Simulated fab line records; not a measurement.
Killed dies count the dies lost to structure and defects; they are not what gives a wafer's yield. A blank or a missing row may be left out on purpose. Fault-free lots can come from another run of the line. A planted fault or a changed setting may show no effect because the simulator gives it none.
Chamber matching -- flow nand-harc -- NHARC_A_CHANNEL_HOLE_D1_DESCUM_15 on rie-diel-11 has 4 sister chambers
The step chemistry O2, time 3 s. 4 wafers are shown with their chamber, then 12 later ones without.

== EACH WAFER AND ITS CHAMBER ==
wafer,chamber,showerhead-plenum-p-Torr (Torr)
L087.2,1,1.84
L090.3,2,1.86
L091.3,3,1.79
L091.6,0,1.94

== WAFERS WITHOUT THEIR CHAMBER ==
wafer,showerhead-plenum-p-Torr (Torr)
L094.1,1.94
L094.4,1.83
L094.6,1.86
L095.1,1.79
L095.3,1.83
L095.5,1.94
L096.3,1.94
L096.4,1.83
L096.5,1.79
L097.1,1.83
L097.4,1.86
L097.5,1.79

== WHICH CHAMBER EACH WENT THROUGH ==
wafer,from the rows above,in truth
L094.1,0,0
L094.4,1,1
L094.6,2,2
L095.1,3,3
L095.3,1,1
L095.5,0,0
L096.3,0,0
L096.4,1,1
L096.5,3,3
L097.1,1,1
L097.4,2,2
L097.5,3,3
Placed correctly: 12 of 12. Can't be placed from these rows: 0. Wrongly placed: 0.
How it was worked out, from the rows above alone: a wafer's distance from a chamber is the root of the sum, over the readings, of the square of ((its reading less the chamber's mean) divided by the reading's scatter). The wafer belongs to the nearest chamber; if the next one is less than 2 further off, it can't be placed. A chamber's mean is the mean of its shown wafers. The scatter: with one shown wafer a chamber, the root of the mean of the squares of how far each hidden wafer lies from its nearest shown one.
